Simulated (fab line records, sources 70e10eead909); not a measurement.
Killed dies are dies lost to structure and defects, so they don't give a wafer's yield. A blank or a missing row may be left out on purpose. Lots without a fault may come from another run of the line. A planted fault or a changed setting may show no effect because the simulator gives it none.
Chamber matching | flow nand_harc | NHARC_A_CHANNEL_FILL_D2_ETCHBACK_20 on rie_diel-12: 4 sister chambers
The step etches the open film in C4F8/O2/Ar, target depth 27 nm, time 13.5 s. 7 wafers are shown with their chamber, then 11 later ones without.

WAFERS WITH THEIR CHAMBER
wafer  | chamber | rf_vpp_V (V) | oes_product_au (a.u.)
L076.5 | 1       | 982          | 0.919
L089.4 | 2       | 979          | 0.984
L089.6 | 3       | 975          | 0.991
L091.1 | 2       | 980          | 0.962
L091.3 | 0       | 971          | 0.956
L091.6 | 3       | 977          | 0.944
L092.3 | 0       | 972          | 0.991

WAFERS WITHOUT THEIR CHAMBER
wafer  | rf_vpp_V (V) | oes_product_au (a.u.)
L092.4 | 981          | 0.988
L092.6 | 978          | 1.004
L093.1 | 980          | 1.006
L093.2 | 984          | 1.006
L093.3 | 976          | 1.004
L094.4 | 980          | 1.009
L094.5 | 978          | 0.997
L094.6 | 982          | 1.005
L095.1 | 979          | 1.004
L095.2 | 972          | 1.003
L095.4 | 977          | 1.013

WHICH CHAMBER EACH WENT THROUGH
wafer  | from the rows above     | in truth
L092.4 | can't be placed: 2 or 1 | 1
L092.6 | can't be placed: 2 or 3 | 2
L093.1 | 2                       | 2
L093.2 | can't be placed: 1 or 2 | 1
L093.3 | 3                       | 3
L094.4 | 2                       | 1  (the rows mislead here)
L094.5 | can't be placed: 2 or 3 | 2
L094.6 | can't be placed: 2 or 1 | 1
L095.1 | 2                       | 2
L095.2 | 0                       | 0
L095.4 | can't be placed: 3 or 2 | 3
Placed correctly: 4 of 11. Can't be placed from these rows: 6 (the true chamber is among the candidates in 6). Placed wrongly: 1.
How it was worked out, from the rows above alone: a wafer's distance from a chamber is the root of the sum, over the readings, of the square of ((its reading less the chamber's mean) divided by the reading's scatter). The wafer belongs to the nearest chamber; if the next one is less than 2 further off, it can't be placed. A chamber's mean is the mean of its shown wafers. The scatter: the root of (the sum of the squares of (reading less its chamber's mean) over the shown wafers, divided by (wafers less chambers)).
